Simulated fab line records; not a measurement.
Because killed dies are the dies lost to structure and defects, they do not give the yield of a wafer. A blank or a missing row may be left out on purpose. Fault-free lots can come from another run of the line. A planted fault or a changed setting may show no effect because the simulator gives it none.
Matching of chambers / flow nand_harc / cmp-03 running NHARC_A_STAIRCASE_CMP_472: 4 sister chambers
The step polishes SiO2. 16 wafers are shown with their chamber, then 8 later ones without.

WAFERS WITH THEIR CHAMBER
wafer=L074.1; chamber=3; motor_current_A (A)=12.7
wafer=L074.5; chamber=3; motor_current_A (A)=12.6
wafer=L074.6; chamber=2; motor_current_A (A)=9.8
wafer=L075.1; chamber=2; motor_current_A (A)=10.2
wafer=L075.2; chamber=3; motor_current_A (A)=12.7
wafer=L075.5; chamber=3; motor_current_A (A)=12.2
wafer=L078.1; chamber=0; motor_current_A (A)=13.4
wafer=L078.2; chamber=3; motor_current_A (A)=12.5
wafer=L078.4; chamber=2; motor_current_A (A)=9.9
wafer=L083.1; chamber=0; motor_current_A (A)=12.8
wafer=L083.5; chamber=1; motor_current_A (A)=11.4
wafer=L083.6; chamber=2; motor_current_A (A)=10.3
wafer=L085.2; chamber=3; motor_current_A (A)=12.1
wafer=L085.3; chamber=2; motor_current_A (A)=9.6
wafer=L085.5; chamber=2; motor_current_A (A)=10.0
wafer=L088.1; chamber=2; motor_current_A (A)=9.5

SIGNATURES (averages over the wafers above)
reading=motor_current_A; chamber 0=13.100; chamber 1=11.400; chamber 2=9.900; chamber 3=12.467; scatter within a chamber=0.293
Rule: for each reading, subtract the chamber's mean from the wafer's reading, divide by that reading's scatter and square the result; add these up over the readings and take the root, which gives the wafer's distance from the chamber. If the next closest chamber is less than 2 further off than the closest, the wafer can't be placed; otherwise it belongs to the closest. The scatter: the root of (the sum of the squares of (reading less its chamber's mean) over the shown wafers, divided by (wafers less chambers)).

WAFERS MISSING THEIR CHAMBER
wafer=L088.3; motor_current_A (A)=12.8
wafer=L088.6; motor_current_A (A)=12.1
wafer=L094.3; motor_current_A (A)=11.4
wafer=L094.4; motor_current_A (A)=12.2
wafer=L094.6; motor_current_A (A)=9.0
wafer=L096.3; motor_current_A (A)=9.9
wafer=L096.4; motor_current_A (A)=13.5
wafer=L096.6; motor_current_A (A)=12.6

WHICH CHAMBER EACH ONE RAN IN
wafer=L088.3; from the rows above=can't be placed: 0 or 3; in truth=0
wafer=L088.6; from the rows above=can't be placed: 3 or 1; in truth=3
wafer=L094.3; from the rows above=1; in truth=1
wafer=L094.4; from the rows above=can't be placed: 3 or 1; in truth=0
wafer=L094.6; from the rows above=2; in truth=2
wafer=L096.3; from the rows above=2; in truth=2
wafer=L096.4; from the rows above=0; in truth=0
wafer=L096.6; from the rows above=can't be placed: 3 or 0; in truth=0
Correct placement for 4 of the 8. Unplaceable from these rows: 4, with the true chamber sitting among the candidates in 3. Number placed wrongly: 0.
